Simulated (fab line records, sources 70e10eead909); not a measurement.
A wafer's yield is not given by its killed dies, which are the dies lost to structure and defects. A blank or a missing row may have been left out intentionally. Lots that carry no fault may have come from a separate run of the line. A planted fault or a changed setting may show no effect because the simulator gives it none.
fab line records	flow nand-harc	part 1 of 2: steps 1 to 4 of 6
record: lots: 23	wafers: 69	last-day: 24
route steps=1159 shown A_CHANNEL_FILL_D1@494 A_STAIRCASE@557
lots untouched by any fault: they come from a run of this same line in which no faults occurred
start-h: start of the lot's first displayed wafer, in hours after the record's first day	wait-h: hours elapsed since this lot's preceding step	" identical to the entry in the row above	L1.1+2: one row covering several wafers at once	- no value present, or no start provided	* or withheld: withheld	< > ~ a bound
route shown NAME@n: NAME is a module with steps in the file, n the number in the route of the first one	usual: mean/standard deviation taken from wafers without a fault	same: alike in all rows	chamber/n: place in a boat	sites: per-site readings	_std_site: standard deviation of those values	_edge_site: mean of outer sites minus mean of inner sites	radius-mm: how far each site lies from the wafer's centre	mask NAME#n: copy n	behind: the last tool/chamber to shape the wafer	hold: what put the lot on hold/how long, in hours/how the hold closed	device: names the non-switching transistor (n, p or np)	end of line: at the end of the route, the tests of the same wafers	a step with no rows: only its recipe	killed: count of dies lost to structure and defects at first sort (not the wafer's yield)	map: a wafer's dies, x killed, . not, _ none there
set.NAME: the run value of the setting; set.NAME@STEP: its run value at that earlier step	model.NAME: the simulator's own value behind a step, which no gauge read
a sample of lots followed through the steps of the route, with each step as a table and each wafer as a row
services: when a tool's chamber went out of use (start-h, in hours from the record's first day, below 0 if earlier), for how many hours, and the reason
== steps ==
step: NHARC_A_CHANNEL_FILL_D1_ALD_14
recipe: target-thk-a: 25	pulse-time-s: 10	ald-cycles: 25	temp-c: 300	material: SiO2
usual: heater-power-outer-w: 242/15	heater-power-w: 429/29	precursor-pulse-height-rel: 1.001/0.02
lot.wafer	tool	chamber	start-h	wait-h	heater-power-outer-w	heater-power-w	precursor-pulse-height-rel
L074.1	ald-hk-03	1	189.54	1.4	232	378	1.061
L074.3	"	3	"	"	239	425	1.002
L074.5	"	1	"	"	230	387	1.027
L076.1	ald-hk-02	1	196.09	0.0	248	434	0.970
L076.2	"	0	"	"	234	413	0.985
L076.5	"	2	"	"	251	445	1.021
L078.2	ald-hk-03	2	202.92	0.0	256	465	0.995
L078.5	"	2	"	"	253	455	0.998
L078.6	"	3	"	"	238	423	0.998
L077.4	ald-hk-02	1	202.95	0.1	250	437	1.033
L077.3	"	2	"	"	251	439	1.007
L077.5	"	1	"	"	245	444	1.008
L079.4	ald-hk-01	1	224.11	2.8	268	488	1.024
L079.1	"	2	"	"	212	395	0.981
L079.6	"	1	"	"	260	480	0.963
L080.1	ald-hk-02	0	224.13	2.8	241	425	1.001
L080.2	"	1	"	"	249	435	0.966
L080.6	"	2	"	"	258	440	0.964
L082.3	ald-hk-02	3	235.47	2.4	244	438	0.983
L082.4	"	1	"	"	252	437	0.997
L082.6	"	2	"	"	252	448	0.991
L083.3	ald-hk-02	0	235.69	2.6	228	417	0.996
L083.4	"	1	"	"	245	434	1.016
L083.6	"	3	"	"	241	434	1.005
L081.3	ald-hk-02	0	238.96	2.4	232	401	1.009
L081.1	"	2	"	"	261	441	1.001
L081.6	"	0	"	"	243	419	1.025
L085.3	ald-hk-01	1	251.73	0.0	254	458	1.002
L085.1	"	2	"	"	205	371	1.038
L085.4	"	0	"	"	257	434	1.013
L084.2	ald-hk-02	0	251.76	0.1	232	419	0.997
L084.3	"	1	"	"	256	438	1.001
L084.6	"	0	"	"	236	409	0.985
L086.4	ald-hk-03	1	265.17	0.0	244	388	1.005
L086.2	"	0	"	"	234	442	1.036
L086.5	"	1	"	"	244	385	0.999
L087.2	ald-hk-03	0	265.42	0.3	232	438	1.018
L087.1	"	1	"	"	241	382	1.014
L087.3	"	2	"	"	250	461	0.999
L089.4	ald-hk-02	0	281.23	0.0	238	420	1.012
L089.1	"	3	"	"	244	437	0.984
L089.5	"	1	"	"	252	444	1.016
L088.2	ald-hk-01	0	281.24	0.0	254	430	1.015
L088.5	"	0	"	"	254	426	1.034
L088.6	"	1	"	"	257	448	1.005
L090.1	ald-hk-01	1	284.59	0.0	254	463	1.008
L090.2	"	3	"	"	215	396	0.989
L090.4	"	0	"	"	261	439	0.984
L092.1	ald-hk-01	1	284.81	0.3	257	480	1.008
L092.4	"	3	"	"	211	388	1.001
L092.2	"	0	"	"	264	430	0.995
L091.1	ald-hk-01	1	288.75	0.1	256	466	1.000
L091.3	"	3	"	"	213	385	1.001
L091.5	"	0	"	"	261	436	0.992
L093.3	ald-hk-02	0	295.95	0.0	237	412	0.997
L093.2	"	1	"	"	244	444	1.014
L093.1	"	2	"	"	246	427	0.997
L094.3	ald-hk-03	1	305.45	0.0	240	388	0.978
L094.1	"	0	"	"	240	443	0.977
L094.5	"	1	"	"	243	386	0.992
L095.4	ald-hk-03	0	318.79	2.2	240	450	1.022
L095.2	"	1	"	"	241	398	0.985
L095.5	"	0	"	"	236	457	0.984
L097.2	ald-hk-03	0	319.01	2.4	235	447	0.979
L097.1	"	1	"	"	250	392	0.996
L097.3	"	2	"	"	260	455	1.017
L096.4	ald-hk-03	3	322.09	0.1	241	443	1.002
L096.1	"	0	"	"	233	451	1.009
L096.5	"	1	"	"	243	383	0.962
step: NHARC_A_CHANNEL_FILL_D1_ETCHBACK_19
recipe: target-depth-a: 50	time-s: 1.7	hbr-flow-sccm: 150	cl2-flow-sccm: 50	rf-w: 400	icp-w: 400	bias-w: 100	chemistry: HBr/Cl2
usual: drypump-motor-current-A: 5.9/0.55	oes-product-au: 0.996/0.0081	throttle-valve-pct: 26.406/0.0086
lot.wafer	tool	chamber	start-h	wait-h	drypump-motor-current-A	oes-product-au	rf-hours-counter-h	throttle-valve-pct
L074.3	rie-si-01	2	208.56	0.4	5.8	0.995	0.2	26.404
L074.1	"	0	"	"	6.3	0.998	0.1	26.416
L074.5	"	2	"	"	5.8	0.990	-	26.396
L076.2	rie-si-04	0	212.79	0.4	6.1	0.987	1.0	26.407
L076.1	"	3	"	"	5.7	0.997	0.8	26.401
L076.5	"	0	"	"	6.1	1.004	-	26.399
L078.2	rie-si-04	2	219.68	0.4	4.9	0.980	0.8	26.413
L078.6	"	1	"	"	5.5	0.991	-	26.410
L078.5	"	2	"	"	4.9	0.992	-	26.394
L077.4	rie-si-01	0	219.68	0.4	6.3	1.001	0.2	26.396
L077.3	"	1	"	"	6.3	0.986	0.2	26.382
L077.5	"	3	"	"	4.9	1.000	-	26.405
L079.1	rie-si-01	2	240.87	0.4	5.8	0.999	0.4	26.413
L079.4	"	3	"	"	4.9	1.000	0.5	26.416
L079.6	"	2	"	"	5.8	1.004	-	26.416
L080.2	rie-si-04	2	240.88	0.4	4.9	0.997	1.0	26.417
L080.1	"	3	"	"	5.7	1.009	1.0	26.406
L080.6	"	2	"	"	4.9	1.004	-	26.390
L083.4	rie-si-06	1	252.61	0.4	5.7	0.985	0.5	26.390
L083.3	"	2	"	"	6.2	0.997	0.6	26.403
L083.6	"	3	"	"	6.8	0.989	-	26.402
L082.4	rie-si-04	3	252.61	0.4	5.7	0.993	1.1	26.391
L082.3	"	0	"	"	6.2	0.995	1.3	26.396
L082.6	"	2	"	"	4.9	0.984	-	26.413
L081.3	rie-si-06	2	255.93	0.4	6.2	0.995	0.6	26.399
L081.1	"	3	"	"	6.8	1.002	0.5	26.403
L081.6	"	1	"	"	5.6	0.991	-	26.417
L085.3	rie-si-01	0	269.43	0.4	6.3	1.002	0.7	26.409
L085.1	"	1	"	"	6.3	0.994	0.7	26.405
L085.4	"	3	"	"	4.9	0.994	0.7	26.391
L084.3	rie-si-06	0	269.44	0.4	5.9	0.999	0.6	26.398
L084.2	"	1	"	"	5.7	0.994	0.8	26.406
L084.6	"	0	"	"	5.9	0.996	-	26.406
L086.2	rie-si-01	0	283.37	0.4	6.3	0.998	0.9	26.415
L086.4	"	3	"	"	4.9	0.993	0.8	26.419
L086.5	"	0	"	"	6.3	0.998	-	26.396
L087.3	rie-si-06	2	283.39	0.4	6.1	0.986	0.8	26.400
L087.1	"	3	"	"	6.8	0.996	0.8	26.407
L087.2	"	0	"	"	5.9	0.991	0.8	26.418
L088.2	rie-si-06	3	298.03	0.4	6.8	1.003	0.9	26.387
L088.5	"	2	"	"	6.1	0.994	-	26.413
L088.6	"	3	"	"	6.8	0.998	-	26.396
L089.4	rie-si-04	0	298.05	0.4	6.1	1.000	0.1	26.415
L089.1	"	1	"	"	5.5	0.992	0.1	26.408
L089.5	"	2	"	"	4.9	1.000	-	26.404
L090.2	rie-si-01	1	303.27	0.4	6.3	0.993	1.0	26.408
L090.4	"	3	"	"	4.9	0.996	1.0	26.393
L090.1	"	0	"	"	6.3	1.009	1.1	26.403
L092.4	rie-si-04	1	303.27	0.4	5.5	1.017	0.1	26.395
L092.2	"	2	"	"	4.9	1.021	0.2	26.413
L092.1	"	0	"	"	6.2	1.008	0.1	26.406
L091.3	rie-si-06	1	303.28	0.4	5.6	0.990	1.0	26.402
L091.1	"	3	"	"	6.8	1.004	0.9	26.391
L091.5	"	1	"	"	5.6	0.993	-	26.395
L093.1	rie-si-04	2	312.99	0.4	4.9	1.012	0.2	26.426
L093.3	"	3	"	"	5.7	0.997	0.1	26.419
L093.2	"	1	"	"	5.5	1.009	0.3	26.408
L094.1	rie-si-04	2	324.02	0.4	4.9	1.001	0.3	26.413
L094.3	"	0	"	"	6.2	1.005	0.2	26.405
L094.5	"	3	"	"	5.7	1.007	-	26.422
L097.1	rie-si-01	1	336.08	0.4	6.3	0.993	1.3	26.408
L097.2	"	3	"	"	4.9	0.994	1.4	26.395
L097.3	"	0	"	"	6.3	1.001	1.4	26.409
L095.4	rie-si-06	0	336.09	0.4	5.9	1.001	1.1	26.417
L095.2	"	1	"	"	5.6	0.980	1.3	26.406
L095.5	"	3	"	"	6.8	0.997	-	26.420
L096.4	rie-si-06	3	338.88	0.4	6.8	0.996	1.2	26.422
L096.1	"	0	"	"	5.9	0.993	1.2	26.399
L096.5	"	3	"	"	6.8	0.994	-	26.407
step: NHARC_A_CHANNEL_FILL_D1_ETCHBACK_08
recipe: target-depth-a: 2200	time-s: 110	c4f8-flow-sccm: 20	ar-flow-sccm: withheld	rf-w: 600	bias-w: 300	chemistry: C4F8
usual: oes-product-au: 0.96/0.039	rf-vpp-V: 442.7/1.6
lot.wafer	tool	chamber	start-h	wait-h	oes-product-au	rf-hours-counter-h	rf-vpp-V
L074.1	rie-diel-03	3	-	-	1.00	0.3	440.5
L074.3	"	2	"	"	0.99	0.2	444.1
L074.5	"	0	"	"	1.00	-	442.4
L076.1	rie-diel-08	0	-	-	0.99	2.5	443.3
L076.2	"	1	"	"	1.00	2.4	441.6
L076.5	"	3	"	"	1.01	-	443.1
L078.2	rie-diel-03	3	-	-	1.00	0.7	440.0
L078.6	"	3	"	"	1.00	-	440.6
L078.5	"	0	"	"	1.00	-	444.0
L077.4	rie-diel-08	2	-	-	0.93	2.5	440.4
L077.3	"	3	"	"	0.92	2.7	441.9
L077.5	"	1	"	"	0.92	-	442.4
L079.1	rie-diel-08	3	-	-	0.93	3.2	441.7
L079.4	"	2	"	"	0.93	3.0	440.8
L079.6	"	0	"	"	0.91	-	443.9
L080.1	rie-diel-03	3	-	-	1.00	1.5	441.1
L080.2	"	1	"	"	1.01	1.5	443.5
L080.6	"	3	"	"	0.99	-	440.5
L083.4	rie-diel-08	1	-	-	0.92	3.2	443.4
L083.3	"	2	"	"	0.93	3.1	441.9
L083.6	"	2	"	"	0.92	-	442.5
L082.3	rie-diel-03	0	-	-	1.00	1.7	443.4
L082.4	"	3	"	"	0.99	1.7	441.6
L082.6	"	0	"	"	1.00	-	445.2
L081.3	rie-diel-03	2	-	-	0.92	1.8	444.0
L081.1	"	3	"	"	0.92	1.9	440.9
L081.6	"	1	"	"	0.93	-	443.8
L084.3	rie-diel-08	0	-	-	0.91	3.8	443.2
L084.2	"	3	"	"	0.92	3.7	443.1
L084.6	"	0	"	"	0.92	-	443.2
L085.4	rie-diel-08	0	-	-	0.92	3.9	443.6
L085.1	"	1	"	"	0.92	3.6	443.0
L085.3	"	3	"	"	0.92	3.8	443.1
L087.2	rie-diel-03	3	-	-	0.92	2.7	440.6
L087.1	"	0	"	"	0.92	2.9	442.4
L087.3	"	2	"	"	0.91	2.9	445.2
L086.2	rie-diel-07	0	-	-	1.00	8.0	438.7
L086.4	"	2	"	"	1.00	11.4	441.3
L086.5	"	0	"	"	1.00	-	436.9
L088.2	rie-diel-03	1	-	-	0.99	3.0	444.1
L088.5	"	1	"	"	1.00	-	444.3
L088.6	"	2	"	"	0.98	-	444.2
L089.4	rie-diel-08	3	-	-	1.01	0.2	441.9
L089.1	"	1	"	"	1.00	0.2	442.3
L089.5	"	2	"	"	1.00	-	440.4
L090.4	rie-diel-08	2	-	-	1.02	0.3	441.9
L090.1	"	3	"	"	1.00	0.3	441.5
L090.2	"	0	"	"	0.99	0.2	444.0
L092.1	rie-diel-08	3	-	-	1.00	0.3	443.3
L092.4	"	1	"	"	1.00	0.3	442.0
L092.2	"	2	"	"	1.00	0.4	442.6
L091.3	rie-diel-03	2	-	-	0.92	3.4	442.9
L091.1	"	1	"	"	0.92	3.5	444.8
L091.5	"	2	"	"	0.92	-	445.3
L093.1	rie-diel-08	2	-	-	1.00	0.7	441.6
L093.2	"	0	"	"	0.99	0.7	443.8
L093.3	"	1	"	"	1.01	0.6	442.0
L094.3	rie-diel-08	0	-	-	0.97	0.9	445.4
L094.1	"	1	"	"	0.98	1.0	442.6
L094.5	"	3	"	"	0.97	-	441.9
L095.2	rie-diel-03	0	-	-	0.92	5.1	443.8
L095.4	"	1	"	"	0.91	5.4	443.7
L095.5	"	3	"	"	0.92	-	442.9
L096.4	rie-diel-08	1	-	-	0.93	1.3	442.7
L096.1	"	2	"	"	0.93	1.6	440.2
L096.5	"	3	"	"	0.92	-	441.9
L097.3	rie-diel-03	3	-	-	0.92	5.1	441.1
L097.2	"	0	"	"	0.92	5.2	444.0
L097.1	"	2	"	"	0.91	5.6	443.7
step: NHARC_A_STAIRCASE_TRIM_20
recipe: time-s: 211.2	o2-flow-sccm: 500	ar-flow-sccm: 0	bias-w: 0	chemistry: O2
usual: drypump-motor-current-A: 5.8/0.37	oes-product-au: 1.001/0.0069	rf-vpp-V: 57.9/0.87	showerhead-plenum-p-Torr: 3.56/0.16	throttle-valve-pct: 17.037/0.0089
lot.wafer	tool	chamber	start-h	wait-h	drypump-motor-current-A	oes-product-au	rf-hours-counter-h	rf-vpp-V	showerhead-plenum-p-Torr	throttle-valve-pct
L074.1	rie-diel-11	0	236.81	0.1	5.5	1.012	15	58.0	3.70	17.020
L074.3	"	2	"	"	5.5	1.004	15	58.4	3.80	17.041
L074.5	"	0	"	"	5.4	1.006	-	59.0	3.70	17.035
L076.2	rie-diel-11	2	241.30	0.1	5.5	0.998	16	59.0	3.80	17.037
L076.1	"	0	"	"	5.5	1.009	17	57.8	3.70	17.023
L076.5	"	3	"	"	5.8	1.010	-	56.3	3.36	17.039
L077.3	rie-diel-01	2	248.88	0.1	5.7	1.007	41	56.6	3.40	17.046
L077.5	"	0	"	"	6.4	0.997	-	57.5	3.66	17.050
L077.4	"	1	"	"	6.0	0.992	-	58.1	3.31	17.041
L078.2	rie-diel-11	0	249.05	0.1	5.5	1.000	21	57.8	3.70	17.033
L078.5	"	0	"	"	5.4	1.017	-	58.1	3.70	17.031
L078.6	"	1	"	"	6.4	0.991	-	59.0	3.60	17.052
L079.1	rie-diel-01	3	268.74	0.1	5.8	0.997	47	58.1	3.50	17.041
L079.6	"	1	"	"	6.0	0.996	-	58.1	3.30	17.034
L079.4	"	3	"	"	5.8	1.004	-	57.8	3.50	17.029
L080.2	rie-diel-11	3	269.19	0.1	5.7	1.004	28	57.6	3.35	17.031
L080.1	"	2	"	"	5.5	1.000	29	58.4	3.79	17.042
L080.6	"	3	"	"	5.8	1.004	-	57.1	3.35	17.044
L083.4	rie-diel-11	2	281.19	0.1	5.5	1.009	32	57.6	3.79	17.043
L083.3	"	3	"	"	5.8	0.993	31	56.9	3.35	17.048
L083.6	"	2	"	"	5.5	1.008	-	58.4	3.79	17.044
L082.3	rie-diel-06	1	281.67	0.1	5.5	1.008	11	59.2	3.72	17.056
L082.4	"	0	"	"	6.4	0.993	13	56.6	3.46	17.044
L082.6	"	1	"	"	5.5	1.006	-	58.3	3.72	17.045
L081.1	rie-diel-11	1	287.52	0.1	6.4	1.001	36	57.4	3.59	17.029
L081.3	"	0	"	"	5.5	1.005	34	60.0	3.69	17.037
L081.6	"	2	"	"	5.5	1.005	-	58.3	3.79	17.037
L084.2	rie-diel-06	0	297.42	0.1	6.3	1.004	18	58.1	3.46	17.035
L084.3	"	1	"	"	5.5	1.002	16	57.8	3.72	17.054
L084.6	"	2	"	"	5.3	1.013	-	57.1	3.48	17.030
L085.3	rie-diel-11	3	301.70	0.1	5.8	1.005	38	56.9	3.35	17.027
L085.4	"	0	"	"	5.5	1.001	38	57.9	3.69	17.047
L085.1	"	2	"	"	5.5	1.006	40	60.2	3.79	17.031
L086.2	rie-diel-06	2	312.60	0.1	5.3	1.001	27	59.5	3.48	17.033
L086.4	"	3	"	"	5.3	1.002	25	58.4	3.68	17.030
L086.5	"	2	"	"	5.3	1.000	-	56.6	3.48	17.042
L087.2	rie-diel-01	1	313.09	0.3	6.0	0.992	70	57.5	3.29	17.046
L087.1	"	2	"	"	5.7	1.010	43	58.4	3.40	17.036
L087.3	"	3	"	"	5.8	1.001	66	57.3	3.49	17.042
L088.2	rie-diel-11	1	326.92	0.1	6.4	0.983	47	59.1	3.58	17.034
L088.5	"	3	"	"	5.7	0.985	-	55.8	3.34	17.034
L088.6	"	0	"	"	5.5	0.997	-	58.4	3.68	17.046
L089.1	rie-diel-06	2	327.44	0.1	5.3	0.997	33	58.5	3.48	17.040
L089.4	"	0	"	"	6.3	0.989	35	56.5	3.45	17.038
L089.5	"	2	"	"	5.3	0.999	-	56.7	3.48	17.017
L091.1	rie-diel-06	0	331.42	0.1	6.3	1.000	38	58.4	3.45	17.036
L091.3	"	3	"	"	5.4	0.999	33	58.3	3.68	17.025
L091.5	"	0	"	"	6.3	1.005	-	58.4	3.45	17.036
L092.2	rie-diel-11	3	332.61	0.1	5.7	0.994	53	57.7	3.34	17.051
L092.4	"	0	"	"	5.5	0.990	52	58.0	3.68	17.035
L092.1	"	1	"	"	6.4	0.996	52	57.4	3.58	17.037
L090.2	rie-diel-01	2	333.09	0.1	5.7	1.008	3	58.3	3.40	17.038
L090.1	"	3	"	"	5.8	1.006	3	58.3	3.49	17.037
L090.4	"	3	"	"	5.8	1.008	-	57.5	3.49	17.030
L093.3	rie-diel-01	0	341.50	0.1	6.4	1.000	3	57.3	3.64	17.023
L093.1	"	1	"	"	5.9	1.001	8	57.8	3.80	17.030
L093.2	"	2	"	"	5.8	1.013	8	57.5	3.39	17.020
L094.3	rie-diel-01	2	354.91	0.1	5.7	1.009	12	57.9	3.39	17.049
L094.1	"	3	"	"	5.8	1.006	11	56.3	3.48	17.012
L094.5	"	1	"	"	6.0	0.997	-	59.7	3.80	17.032
L096.4	rie-diel-01	3	364.37	0.1	5.8	1.004	15	57.8	3.48	17.038
L096.1	"	1	"	"	5.9	0.997	15	59.5	3.80	17.045
L096.5	"	3	"	"	5.8	1.000	-	57.9	3.48	17.041
L095.2	rie-diel-11	0	364.47	0.1	5.5	1.007	63	58.7	3.67	17.036
L095.4	"	2	"	"	5.5	0.990	66	58.3	3.77	17.026
L095.5	"	1	"	"	6.4	0.993	-	57.5	3.57	17.040
L097.2	rie-diel-01	0	364.80	0.1	6.4	1.003	10	57.4	3.64	17.044
L097.3	"	1	"	"	5.9	0.995	15	60.2	3.80	17.032
L097.1	"	2	"	"	5.7	1.004	16	57.4	3.39	17.042
